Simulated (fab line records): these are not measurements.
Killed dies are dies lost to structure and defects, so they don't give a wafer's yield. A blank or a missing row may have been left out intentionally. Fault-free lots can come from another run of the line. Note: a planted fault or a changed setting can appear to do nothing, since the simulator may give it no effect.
Code-filled problem report in 8D (eight disciplines) form ; flow nand_harc ; the parts of the form that need people (team, actions taken, sign-off) are left out

1. WHAT IS WRONG
Wafers without a fault read 999 nm, standard deviation 7.9; thk_nm at NHARC_A_ONON_D2_THK_MEAS_27 reads a mean of 911 nm on 6 wafers belonging to 2 lots. That is -11 standard deviations from the usual mean.
The step: measures by ellipsometry.
The first sign was on wafer L931.1 at day 15 03:30, on film_metro-02. Wafers with a number at this step in the record: 42, from 14 lots. Rule for "out" (also "out of limits"): further than 4 standard deviations from the usual mean. The rest of the wafers with a number are treated as sound.

2. WHAT IT IS, WHAT IT ISN'T
question;is;is not
which readings at this step;thk_nm;-
which lots;L931, L934;L927, L928, L930, L933, L941, L942, L943, L944, L945, L946, L947, L948
which wafers of those lots;all that have a number;-
read on which gauges;film_metro-02;film_metro-01
when;from day 15 03:30;"up to then (9 sound wafers); but 27 sound wafers of L933, L941, L942, L943, L944, L945, L946, L947, L948 came after"

3. WHAT RULES OUT EACH SUSPECT
Counting: any tool at a process step up to the reading is kept as a suspect provided that every lot that is out went through it and no sound lot did after the first of them.
- the gauge at NHARC_A_ONON_D2_THK_MEAS_27: kept. All the wafers that are out were read on film_metro-02, and no step on other tools shows them out.
- ald_hk-02 at NHARC_A_CHANNEL_FILL_D1_ALD_25 (deposits SiOx, target thk 60 nm, pulse time 10 s, ald cycles 600): kept. Every lot that is out went through it, starting with L931 (day 12 16:35), and after that it ran no sound lot; the last sound lot it ran before then is L928 (day 11 01:44).
- pecvd_onon-04 at NHARC_A_ONON_D2_DEP_25 (target thk 1000 nm): ruled out as a lasting fault. Following L931 (day 15 02:59), the first lot on it that is out, the sound lots L942, L943, L944, L948 were run on it.
After counting, ald_hk-02 at NHARC_A_CHANNEL_FILL_D1_ALD_25 and film_metro-02 at NHARC_A_ONON_D2_THK_MEAS_27 remain.

4. THE CAUSE (what the simulator had put in)
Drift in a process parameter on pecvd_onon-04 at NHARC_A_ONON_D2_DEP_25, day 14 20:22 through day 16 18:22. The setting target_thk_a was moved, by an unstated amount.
The count ruled it out by mistake, since the rule takes a fault to strike every lot its tool runs from the start of the fault on, and this one did not do so.

5. SEQUENCE OF EFFECTS, ordered by route
Each row: a reading where the mean over the struck wafers with a number is more than 3 standard deviations away from the usual. Only readings whose record carries a usual standard deviation are examined. hours: median over the lots of the time between each lot's start at the first step of this table that gives one and its start at this step. sigmas: the change, counted in usual standard deviations.
hours;step;reading;usual;on struck wafers;change;sigmas
0;NHARC_A_ONON_D2_THK_MEAS_27;thk_nm;999 nm;911;-88;-11

6. HOW IT WOULD HAVE BEEN CAUGHT EARLIER
7 hours passed between the start of the fault at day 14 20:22 and the first reading out of limits at a measuring or inspecting step in this record, taken at day 15 03:30.
Of the tool readings at NHARC_A_ONON_D2_DEP_25 for which the record gives a usual standard deviation, none was out on any struck wafer, so an alarm limit of 4 standard deviations on them would not have fired.
